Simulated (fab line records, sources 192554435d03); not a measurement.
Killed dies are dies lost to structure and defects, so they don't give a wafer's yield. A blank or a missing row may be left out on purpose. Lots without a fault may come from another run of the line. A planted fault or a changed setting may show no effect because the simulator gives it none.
A struck lot beside a sound one | flow n5_finfet | 19 steps out of a route of 1938
Sound: wafers L639.3, L639.4, L639.6. Struck: wafer L651.3. (L651.1, L651.4 of the same lot were not struck and are left out.) The cause comes at the end.
At each step with rows: each side's tool, then ch and its chambers, then its first start. Under that, the readings that differ: sound wafers | struck wafers | difference of the means | sigmas: that difference in standard deviations of wafers without a fault.
alike: readings whose means differ by less than 2 such deviations, and words and numbers that are the same on both sides. not compared: withheld readings, readings that some wafer has no value for, bounds like >300 that may hide the same value, and numbers for which the record gives no deviation and whose values overlap.
The two part at a step that has a row with sigmas, a row that says differs or no value, or rows on one side only. Numbers that don't overlap but have no deviation are shown without sigmas and don't part them. A reading that every wafer of one side lacks parts them only if that side has two wafers or more.

first, 3 steps without rows for these wafers: N5_BEOL_M12_ETCH_67 (etches SiARC in CF4, target depth 143 nm, time 238.3 s); N5_BEOL_M12_ETCH_68 (etches SOC in N2/H2, time 285 s); N5_BEOL_M12_STRIP_69 (strips in N2/H2).
N5_BEOL_M12_TRENCH_ETCH_34: etches SiOC in C4F8/O2/Ar, target depth 318.95 nm, time 125.5 s.
  sound on rie_diel-05 ch 0,3, day 11 22:11; struck on rie_diel-03 ch 1, day 14 16:53
  alike: C4F8_flow_sccm, drypump_motor_current_A, oes_product_au, rf_fwd_power_W, rf_vpp_V, showerhead_plenum_p_Torr, throttle_valve_pct
  not compared: rf_hours_counter_h
then, 1 step without rows for these wafers: N5_BEOL_M12_STRIP_70 (strips in C4F8/O2/Ar).
N5_BEOL_M12_OCD_MEAS_35:
  sound on ocd-01, day 11 22:20; struck on ocd-02, day 14 17:03
  alike: trench_depth_nm
N5_BEOL_M12_STRIP_37: strips in N2/H2.
  sound on plasma_asher-02 ch 0,1, day 11 22:23; struck on plasma_asher-01 ch 1, day 14 17:05
  alike: drypump_motor_current_A, heater_power_w, oes_product_au
  not compared: rf_hours_counter_h
then, 3 steps without rows for these wafers: N5_BEOL_M12_ETCH_38 (etches SiCN in CF4/N2, target depth 68.7 nm, time 73.4 s); N5_BEOL_M12_PRECLEAN_39 (cleans in residue remover, time 60 s); N5_BEOL_M12_SRD_40 (time 30 s, dry time 30 s).
N5_BEOL_M12_DEGAS_41: time 60 s.
  sound on pvd_sputter-02, day 11 23:34; struck on pvd_sputter-02, day 14 18:10
  alike: heater_power_w
N5_BEOL_M12_PRE_CLEAN_42: time 30 s.
  sound on pvd_sputter-02, day 11 23:37; struck on pvd_sputter-02, day 14 18:13
  alike: heater_power_w
N5_BEOL_M12_SPUTTER_43: material TaN, target thk 15 nm, time 24.19 s.
  sound on pvd_sputter-02, day 11 23:40; struck on pvd_sputter-02, day 14 18:15
  reading                                      | sound          | struck | difference | sigmas
  throttle_valve_pct (%)                       | 29.1 29.4 28.8 | 31.0   | +1.9       | +2
  model.TaN_of_BEOL_M12_SPUTTER_43.thk_nm (nm) | 15.2 15 15.2   | 8      | -7         |
then, 1 step without rows for these wafers: N5_BEOL_M12_SPUTTER_44 (material Ta, target thk 10 nm, time 16.13 s).
N5_BEOL_M12_SPUTTER_45: material Cu, target thk 80 nm, time 13.33 s.
  sound on pvd_sputter-02, day 11 23:50; struck on pvd_sputter-02, day 14 18:25
  reading                | sound          | struck | difference | sigmas
  throttle_valve_pct (%) | 29.0 29.3 28.9 | 31.0   | +1.9       | +2
then, 2 steps without rows for these wafers: N5_BEOL_M12_ECD_47 (material Cu, target thk 720 nm); N5_BEOL_M12_ANNEAL_48 (time 90 s).
N5_BEOL_M12_CMP_49: polishes, stops on SiOC, t overpolish 20.6 s, target thk 320 nm.
  sound on cmp-02 ch 0,1,2, day 12 00:29; struck on cmp-03 ch 1, day 14 19:01
  reading                      | sound          | struck | difference | sigmas
  barrier_field_endpoint_s (s) | 30.2 29.0 32.0 | 21.9   | -8.5       | -8
  alike: clearing_platen_rpm, motor_current_A
  not compared: pad_life_wafers
N5_BEOL_M12_THK_MEAS_50: measures by xrf.
  sound on film_metro-02, day 12 00:42; struck on film_metro-02, day 14 19:16
  alike: M12_THK

WHERE THEY PART
First at N5_BEOL_M12_SPUTTER_43; last, within this record, at N5_BEOL_M12_CMP_49. Later steps at which nothing parts them and some readings are alike: N5_BEOL_M12_THK_MEAS_50.

WHY: what the simulator had put in
Process parameter drift: pvd_sputter-02, from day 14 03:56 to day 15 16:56, at N5_BEOL_M12_SPUTTER_43. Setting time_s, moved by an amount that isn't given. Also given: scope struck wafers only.
